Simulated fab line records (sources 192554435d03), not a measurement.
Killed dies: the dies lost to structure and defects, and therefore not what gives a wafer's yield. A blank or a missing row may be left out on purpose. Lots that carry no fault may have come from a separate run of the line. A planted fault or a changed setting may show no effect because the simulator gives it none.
A single fault, viewed from 2 desks | flow n5 finfet | only its own numbers are on each desk; what lay behind them is given at the end

== THE TOOL OWNER'S DESK: cvd w-02 ==
The tool's own readings at N5_HKMG_FIN_ALD_72 (deposits W, target thk 2 nm, pulse time 1 s, purge time 2 s): means of the sampled wafers that have a number, for each lot that ran on this tool. Marked OUT: a lot whose mean sits more than 4 standard deviations from the usual mean, which makes it out of limits; the brackets give that distance.
Columns: A = heater power w at N5_HKMG_FIN_ALD_72, usual 504 W; B = precursor pulse height rel at N5_HKMG_FIN_ALD_72, usual 1.000; C = susceptor temp C at N5_HKMG_FIN_ALD_72, usual 299.96 C
lot  | first seen here | A   | B     | C
L964 | day 5 07:18     | 536 | 1.005 | 299.94
L965 | day 5 14:12     | 526 | 1.010 | 299.78
L977 | day 8 19:23     | 537 | 1.016 | 299.75
L978 | day 8 23:05     | 532 | 1.006 | 300.09
This desk's finding: nothing out of limits on any of the 4 lots.

== AT THE METROLOGY DESK ==
Means of the sampled wafers that have a number, per lot and without regard to the tool the lot ran on: this is what the gauges read. Marked OUT: a lot whose mean sits more than 4 standard deviations from the usual mean, which makes it out of limits; the brackets give that distance. Shown here are 7 of its 10 readings, the ones lying furthest out on some lot.
Columns: A = DIBL_P at N5_BEOL_M4_RC_MEAS_101, usual 36.0 mV/V; B = IOFF_P at N5_BEOL_M4_RC_MEAS_101, usual 0.21 nA/um; C = ION_N at N5_BEOL_M4_RC_MEAS_101, usual 675 uA/um; D = ION_P at N5_BEOL_M4_RC_MEAS_101, usual 464 uA/um; E = SS_P at N5_BEOL_M4_RC_MEAS_101, usual 73.3 mV/dec; F = VT_N at N5_BEOL_M4_RC_MEAS_101, usual 250 mV; G = VT_P at N5_BEOL_M4_RC_MEAS_101, usual -250 mV
lot  | first seen here | A    | B    | C   | D   | E    | F   | G
L960 | day 7 18:26     | 38.7 | 0.28 | 692 | 475 | 74.2 | 246 | -245
L964 | day 8 18:02     | 35.1 | 0.19 | 662 | 455 | 72.9 | 253 | -253
L965 | day 9 00:40     | 34.8 | 0.21 | 673 | 473 | 72.6 | 249 | -248
L966 | day 9 06:25     | 38.0 | 0.23 | 694 | 474 | 74.4 | 247 | -247
L980 | day 13 01:41    | 37.7 | 0.19 | 686 | 462 | 73.2 | 247 | -254
L978 | day 13 19:43    | 37.2 | 0.23 | 688 | 466 | 74.0 | 247 | -248
L977 | day 14 01:34    | 35.5 | 0.21 | 660 | 454 | 73.9 | 251 | -252
L979 | day 14 09:01    | 37.4 | 0.23 | 678 | 465 | 73.8 | 247 | -248
L982 | day 14 12:35    | 35.7 | 0.21 | 675 | 466 | 72.6 | 252 | -249
This desk's finding: nothing out of limits on any of the 9 lots.

== ALL TOGETHER ==
Nothing out of limits was seen by the tool owner's desk.
At the metrology desk, nothing out of limits was observed.

== WHAT THE SIMULATOR HAD PUT IN ==
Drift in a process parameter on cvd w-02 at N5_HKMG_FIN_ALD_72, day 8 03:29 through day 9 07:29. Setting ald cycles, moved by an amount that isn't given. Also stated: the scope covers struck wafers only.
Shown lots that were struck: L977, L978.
